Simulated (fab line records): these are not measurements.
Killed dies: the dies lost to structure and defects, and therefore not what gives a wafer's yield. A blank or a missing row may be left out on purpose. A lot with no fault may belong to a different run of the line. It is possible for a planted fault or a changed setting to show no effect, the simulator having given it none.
Split-lot study	flow n5-finfet	7 lots, 39 wafers read, on a route of 1938 steps

ABOUT THE SPLIT
At N5_FIN_SAQP_MANDREL_ETCH_22 (etches a-Si in HBr/Cl2, stops on SiNx, target depth 60 nm, bt time 10 s, time 30 s), the setting target-depth-a was moved away from the recipe's 600 angstrom on 12 of the 39 wafers read, by +19.9% to +42.1%. All remaining wafers had this setting at the recipe value.

Reading taken at the split's own step.

THE READING
oes-product-au, in a.u., at N5_FIN_SAQP_MANDREL_ETCH_22 (etches a-Si in HBr/Cl2, stops on SiNx, target depth 60 nm, bt time 10 s, time 30 s). Typical for fault-free wafers on this fab line: 0.771 a.u., with standard deviation 0.0099 a.u.

wafer	tool, chamber at the split	target-depth-a as run, angstrom	against the recipe	oes-product-au, a.u.	against lot-mates on the recipe
L078.2	rie-si-06, 3	600	recipe	0.757	-
L078.4	rie-si-06, 0	600	recipe	0.771	-
L078.6	rie-si-06, 1	600	recipe	0.768	-
L081.1	rie-si-02, 2	600	recipe	0.772	-
L081.2	rie-si-02, 3	600	recipe	0.772	-
L081.3	rie-si-02, 1	719.5	+19.9%	0.701	-0.075
L081.4	rie-si-02, 0	719.5	+19.9%	0.697	-0.079
L081.5	rie-si-02, 3	600	recipe	0.784	-
L081.6	rie-si-02, 2	719.5	+19.9%	0.703	-0.073
L087.1	rie-si-05, 3	600	recipe	0.773	-
L087.2	rie-si-05, 1	600	recipe	0.761	-
L087.3	rie-si-05, 2	600	recipe	0.759	-
L087.4	rie-si-05, 0	600	recipe	0.779	-
L087.5	rie-si-05, 2	600	recipe	0.763	-
L087.6	rie-si-05, 1	600	recipe	0.757	-
L088.1	rie-si-06, 2	600	recipe	0.771	-
L088.2	rie-si-06, 3	600	recipe	0.770	-
L088.3	rie-si-06, 1	600	recipe	0.772	-
L088.4	rie-si-06, 3	795.1	+32.5%	0.665	-0.106
L088.5	rie-si-06, 2	795.1	+32.5%	0.664	-0.107
L088.6	rie-si-06, 1	795.1	+32.5%	0.647	-0.124
L094.1	rie-si-02, 0	600	recipe	0.761	-
L094.2	rie-si-02, 3	600	recipe	0.762	-
L094.3	rie-si-02, 2	600	recipe	0.778	-
L094.4	rie-si-02, 1	600	recipe	0.781	-
L094.5	rie-si-02, 0	600	recipe	0.778	-
L094.6	rie-si-02, 1	600	recipe	0.786	-
L095.1	rie-si-06, 3	600	recipe	0.778	-
L095.2	rie-si-06, 2	600	recipe	0.771	-
L095.3	rie-si-06, 1	852.4	+42.1%	0.627	-0.147
L095.4	rie-si-06, 3	852.4	+42.1%	0.639	-0.135
L095.5	rie-si-06, 1	852.4	+42.1%	0.635	-0.139
L095.6	rie-si-06, 2	600	recipe	0.773	-
L097.1	rie-si-06, 2	600	recipe	0.769	-
L097.2	rie-si-06, 3	796.2	+32.7%	0.663	-0.110
L097.3	rie-si-06, 1	600	recipe	0.776	-
L097.4	rie-si-06, 1	796.2	+32.7%	0.657	-0.116
L097.5	rie-si-06, 3	796.2	+32.7%	0.664	-0.109
L097.6	rie-si-06, 2	600	recipe	0.774	-

THE FIT
A straight line over all 39 wafers: oes-product-au changes by -0.00335 a.u. for each +1% of target-depth-a; r = -0.99; the points scatter about the line by 0.0075 a.u.
The same after taking each lot's own level away (the mean of its wafers on the recipe; 39 wafers): -0.00341 a.u. for each +1%; r = -0.99; scatter 0.0068 a.u.
On that fit, the largest move of target-depth-a shifts the reading by 0.14 a.u.
From 0.7653 to 0.7760 a.u.: that is the span of the lots' own levels, equal to 1.1 times the standard deviation above.
Consequently the slope shifts little with the lot-to-lot level, the two slopes agreeing.
Check: with one of the wafers moved furthest among these (+42.1%) left out of the fit, the line predicts -0.144 a.u. for it against its lot-mates. It came out at -0.147 a.u. against them.
Tool readings at the split's step, against how far the setting was moved: oes-product-au r = -0.99.

THE WHOLE CHAIN: every reading that the file lists as answering this split, in the file's order
step	what it does	reading	change (the file's fit)	r (the file's)
N5_FIN_SAQP_MANDREL_ETCH_22	etches a-Si in HBr/Cl2, stops on SiNx, target depth 60 nm, bt time 10 s, time 30 s	oes-product-au	-0.00343 a.u. for each +1% of the setting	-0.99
N5_FIN_SAQP_MANDREL_ETCH_22	etches a-Si in HBr/Cl2, stops on SiNx, target depth 60 nm, bt time 10 s, time 30 s	SOC_of_FIN_SAQP_COAT_49.thk-nm (the simulator's own value, which no gauge read)	-0.246 nm for each +1% of the setting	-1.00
N5_FIN_SAQP_MANDREL_ETCH_22	etches a-Si in HBr/Cl2, stops on SiNx, target depth 60 nm, bt time 10 s, time 30 s	SiNx_of_FIN_SAQP_PECVD_48.thk-nm (the simulator's own value, which no gauge read)	-0.117 nm for each +1% of the setting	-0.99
N5_FIN_SAQP_ETCH_57	etches SiNx in CH3F/O2, target depth 32.5 nm, time 46.4 s	etch-rf-on-time-s	withheld for each +1% of the setting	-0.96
N5_FIN_SAQP_ETCH_57	etches SiNx in CH3F/O2, target depth 32.5 nm, time 46.4 s	etch.depth-nm (the simulator's own value, which no gauge read)	-0.117 nm for each +1% of the setting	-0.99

FILE'S OWN FIT
oes-product-au changes by -0.00343 a.u. for each +1% of target-depth-a, r = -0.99.
